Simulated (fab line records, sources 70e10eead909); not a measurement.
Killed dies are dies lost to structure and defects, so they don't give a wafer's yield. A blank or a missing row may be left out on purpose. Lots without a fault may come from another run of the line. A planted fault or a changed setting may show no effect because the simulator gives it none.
Chamber matching | flow nand_harc | NHARC_A_CHANNEL_FILL_D1_ALD_16 on ald_hk-04: 4 sister chambers
The step deposits SiO2, target thk 1.5 nm, pulse time 10 s, ald cycles 15. 8 wafers are shown with their chamber, then 7 later ones without.

WAFERS WITH THEIR CHAMBER
wafer  | chamber | heater_power_w (W) | precursor_pulse_height_rel
L078.3 | 3       | 454                | 0.998
L082.3 | 3       | 427                | 0.966
L084.2 | 0       | 487                | 1.025
L087.1 | 1       | 460                | 1.037
L087.2 | 0       | 484                | 0.985
L087.4 | 2       | 577                | 0.979
L092.2 | 2       | 578                | 0.987
L092.3 | 1       | 471                | 0.971

WAFERS WITHOUT THEIR CHAMBER
wafer  | heater_power_w (W) | precursor_pulse_height_rel
L092.4 | 435                | 1.011
L093.1 | 457                | 0.999
L093.3 | 434                | 0.975
L093.4 | 582                | 0.996
L097.2 | 500                | 1.013
L097.3 | 435                | 0.969
L097.4 | 466                | 0.998

WHICH CHAMBER EACH WENT THROUGH
wafer  | from the rows above          | in truth
L092.4 | can't be placed: 3 or 1      | 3
L093.1 | can't be placed: 1 or 3 or 0 | 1
L093.3 | 3                            | 3
L093.4 | 2                            | 2
L097.2 | can't be placed: 0 or 1      | 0
L097.3 | 3                            | 3
L097.4 | can't be placed: 1 or 0      | 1
Placed correctly: 3 of 7. Can't be placed from these rows: 4 (the true chamber is among the candidates in 4). Placed wrongly: 0.
How it was worked out, from the rows above alone: a wafer's distance from a chamber is the root of the sum, over the readings, of the square of ((its reading less the chamber's mean) divided by the reading's scatter). The wafer belongs to the nearest chamber; if the next one is less than 2 further off, it can't be placed. A chamber's mean is the mean of its shown wafers. The scatter: the root of (the sum of the squares of (reading less its chamber's mean) over the shown wafers, divided by (wafers less chambers)).
